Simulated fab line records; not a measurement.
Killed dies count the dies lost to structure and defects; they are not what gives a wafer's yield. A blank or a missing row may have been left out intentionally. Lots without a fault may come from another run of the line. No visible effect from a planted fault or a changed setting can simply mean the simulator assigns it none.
Split-lot trial -- flow n5_finfet -- on a route of 1938 steps: 7 lots, 39 wafers read

## THE SPLIT ITSELF
At N5_BEOL_M2_VIA_ETCH_34 (etches the open film in C4F6/O2, target depth 69.4 nm, time 65.9 s), the setting target_depth_a was moved away from the recipe's 694 angstrom on 15 of the 39 wafers read, by -40.4% to +46.0%. The other wafers ran this setting at the recipe's value.

Reading taken at the split's own step.

## THE READING
SOC_of_BEOL_M2_COAT_67.thk_nm (the simulator's own value, which no gauge read), in nm, at N5_BEOL_M2_VIA_ETCH_34 (etches the open film in C4F6/O2, target depth 69.4 nm, time 65.9 s). No usual value for it is given in the file. Across the 24 wafers here that went through the recipe, the average is 51.7 nm and the standard deviation 0.18 nm.

wafer,"tool, chamber at the split","target_depth_a as run, angstrom",against the recipe,"SOC_of_BEOL_M2_COAT_67.thk_nm, nm",against lot-mates on the recipe
L083.1,"rie_diel-04, 3",694,recipe,51.8,-
L083.2,"rie_diel-04, 2",694,recipe,51.6,-
L083.3,"rie_diel-04, 1",694,recipe,51.6,-
L083.4,"rie_diel-04, 1",694,recipe,51.6,-
L083.5,"rie_diel-04, 3",694,recipe,51.6,-
L083.6,"rie_diel-04, 2",694,recipe,51.8,-
L087.1,"rie_diel-04, 0",694,recipe,51.4,-
L087.3,"rie_diel-04, 1",694,recipe,51.8,-
L087.4,"rie_diel-04, 3",694,recipe,51.8,-
L089.1,"rie_diel-04, 1",964.7,+39.0%,48.4,-3.3
L089.2,"rie_diel-04, 3",694,recipe,52,-
L089.3,"rie_diel-04, 2",694,recipe,51.6,-
L089.4,"rie_diel-04, 0",694,recipe,51.4,-
L089.5,"rie_diel-04, 3",964.7,+39.0%,48.4,-3.3
L089.6,"rie_diel-04, 2",964.7,+39.0%,48.6,-3.1
L091.1,"rie_diel-06, 1",694,recipe,51.8,-
L091.2,"rie_diel-06, 0",694,recipe,51.8,-
L091.3,"rie_diel-06, 3",694,recipe,51.6,-
L091.4,"rie_diel-06, 2",480.7,-30.7%,54.2,+2.5
L091.5,"rie_diel-06, 3",480.7,-30.7%,54.2,+2.5
L091.6,"rie_diel-06, 0",480.7,-30.7%,54.2,+2.5
L092.1,"rie_diel-02, 1",413.4,-40.4%,55,+3.2
L092.2,"rie_diel-02, 2",694,recipe,51.6,-
L092.3,"rie_diel-02, 3",413.4,-40.4%,55.2,+3.4
L092.4,"rie_diel-02, 0",694,recipe,51.8,-
L092.5,"rie_diel-02, 1",694,recipe,52,-
L092.6,"rie_diel-02, 2",413.4,-40.4%,55.2,+3.4
L094.1,"rie_diel-04, 3",988.3,+42.4%,48.4,-3.5
L094.2,"rie_diel-04, 0",694,recipe,51.6,-
L094.3,"rie_diel-04, 1",988.3,+42.4%,48.4,-3.5
L094.4,"rie_diel-04, 2",694,recipe,52,-
L094.5,"rie_diel-04, 1",694,recipe,52,-
L094.6,"rie_diel-04, 2",988.3,+42.4%,48.4,-3.5
L095.1,"rie_diel-04, 2",1013,+46.0%,48,-3.9
L095.2,"rie_diel-04, 0",1013,+46.0%,47.6,-4.3
L095.3,"rie_diel-04, 3",694,recipe,51.8,-
L095.4,"rie_diel-04, 1",694,recipe,52,-
L095.5,"rie_diel-04, 1",1013,+46.0%,48,-3.9
L095.6,"rie_diel-04, 0",694,recipe,51.8,-

THE FIT
A straight line over all 39 wafers: SOC_of_BEOL_M2_COAT_67.thk_nm changes by -0.0824 nm for each +1% of target_depth_a; r = -1.00; the points scatter about the line by 0.17 nm.
The same after taking each lot's own level away (the mean of its wafers on the recipe; 39 wafers): -0.0831 nm for each +1%; r = -1.00; scatter 0.15 nm.
The reading moves by 3.8 nm for the largest change in target_depth_a, on that fit.
Measured against the standard deviation above, the lots' own levels, which go from 51.67 to 51.87 nm, span 1.1 times it.
Hence the lot-to-lot level has little effect on the slope; both slopes agree.
Check: with one of the wafers moved furthest among these (+46.0%) left out of the fit, the line predicts -3.83 nm for it against its lot-mates. It came out at -3.87 nm against them.

## OTHER SPLITS ON THESE WAFERS
These wafers also went through other splits before the reading. Each is held against what the fit with the lots' levels taken away leaves over:
other split on the same wafers,wafers away from the commonest value,r with SOC_of_BEOL_M2_COAT_67.thk_nm (lot level and that fit taken away)
N5_WELL_APT_DEVELOP_07 develop_time_s,15,-0.18
N5_DUMMY_GATE_CVD_03 target_thk_a,24,+0.04
N5_SD_EPI_P_EPI_21 time_s,15,+0.14
N5_MOL_CONTACT_COAG_VIA_ETCH_46 target_depth_a,9,+0.11
N5_BEOL_M0_CUTY_ETCH_63 time_s,15,-0.01

## THE WHOLE CHAIN: every reading that the file lists as answering this split, in the file's order
step,what it does,reading,change (the file's fit),r (the file's)
N5_BEOL_M2_VIA_ETCH_34,"etches the open film in C4F6/O2, target depth 69.4 nm, time 65.9 s","etch.depth_nm (the simulator's own value, which no gauge read)",+0.703 nm for each +1% of the setting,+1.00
N5_BEOL_M2_VIA_ETCH_34,"etches the open film in C4F6/O2, target depth 69.4 nm, time 65.9 s","SOC_of_BEOL_M2_COAT_67.thk_nm (the simulator's own value, which no gauge read)",-0.0832 nm for each +1% of the setting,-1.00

## FILE'S OWN FIT
SOC_of_BEOL_M2_COAT_67.thk_nm changes by -0.0832 nm for each +1% of target_depth_a, r = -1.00.
